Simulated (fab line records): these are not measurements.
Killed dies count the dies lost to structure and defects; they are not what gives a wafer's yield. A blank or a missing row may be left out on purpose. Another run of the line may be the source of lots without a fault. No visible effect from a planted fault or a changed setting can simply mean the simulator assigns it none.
Matching of chambers || flow nand-harc || pecvd-02 running NHARC_A_STAIRCASE_DEP_471: 3 sister chambers
The step deposits SiO2, target thk 100 nm. 6 wafers are shown with their chamber, then 8 later ones without.

## WAFERS PAIRED WITH THEIR CHAMBERS
{"wafer": "L082.4", "chamber": 1, "showerhead-vpp-V (V)": 2056, "throttle-valve-pct (%)": 16.2}
{"wafer": "L081.6", "chamber": 1, "showerhead-vpp-V (V)": 2039, "throttle-valve-pct (%)": 15.5}
{"wafer": "L085.2", "chamber": 2, "showerhead-vpp-V (V)": 1737, "throttle-valve-pct (%)": 16.6}
{"wafer": "L085.3", "chamber": 0, "showerhead-vpp-V (V)": 2002, "throttle-valve-pct (%)": 16.4}
{"wafer": "L085.6", "chamber": 0, "showerhead-vpp-V (V)": 2010, "throttle-valve-pct (%)": 16.6}
{"wafer": "L093.3", "chamber": 2, "showerhead-vpp-V (V)": 1744, "throttle-valve-pct (%)": 16.5}

## WAFERS WHOSE CHAMBER IS MISSING
{"wafer": "L093.5", "showerhead-vpp-V (V)": 2018, "throttle-valve-pct (%)": 16.4}
{"wafer": "L093.6", "showerhead-vpp-V (V)": 1717, "throttle-valve-pct (%)": 16.4}
{"wafer": "L095.1", "showerhead-vpp-V (V)": 2043, "throttle-valve-pct (%)": 15.5}
{"wafer": "L095.2", "showerhead-vpp-V (V)": 1969, "throttle-valve-pct (%)": 16.4}
{"wafer": "L095.5", "showerhead-vpp-V (V)": 2026, "throttle-valve-pct (%)": 15.7}
{"wafer": "L097.2", "showerhead-vpp-V (V)": 2024, "throttle-valve-pct (%)": 15.6}
{"wafer": "L097.3", "showerhead-vpp-V (V)": 1733, "throttle-valve-pct (%)": 16.3}
{"wafer": "L097.5", "showerhead-vpp-V (V)": 1983, "throttle-valve-pct (%)": 16.3}

## WHICH CHAMBER EACH WENT THROUGH
{"wafer": "L093.5", "from the rows above": 0, "in truth": 0}
{"wafer": "L093.6", "from the rows above": 2, "in truth": 2}
{"wafer": "L095.1", "from the rows above": 1, "in truth": 1}
{"wafer": "L095.2", "from the rows above": 0, "in truth": 0}
{"wafer": "L095.5", "from the rows above": "can't be placed: 1 or 0", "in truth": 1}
{"wafer": "L097.2", "from the rows above": "can't be placed: 1 or 0", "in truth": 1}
{"wafer": "L097.3", "from the rows above": 2, "in truth": 2}
{"wafer": "L097.5", "from the rows above": 0, "in truth": 0}
Placed correctly: 6 of 8. Can't be placed from these rows: 2 (the true chamber is among the candidates in 2). 0 placed wrongly.
How it was worked out, from the rows above alone: a wafer's distance from a chamber is the root of the sum, over the readings, of the square of ((its reading less the chamber's mean) divided by the reading's scatter). The wafer belongs to the nearest chamber; if the next one is less than 2 further off, it can't be placed. Each chamber's mean is taken over the wafers shown for it. The scatter: the root of (the sum of the squares of (reading less its chamber's mean) over the shown wafers, divided by (wafers less chambers)).
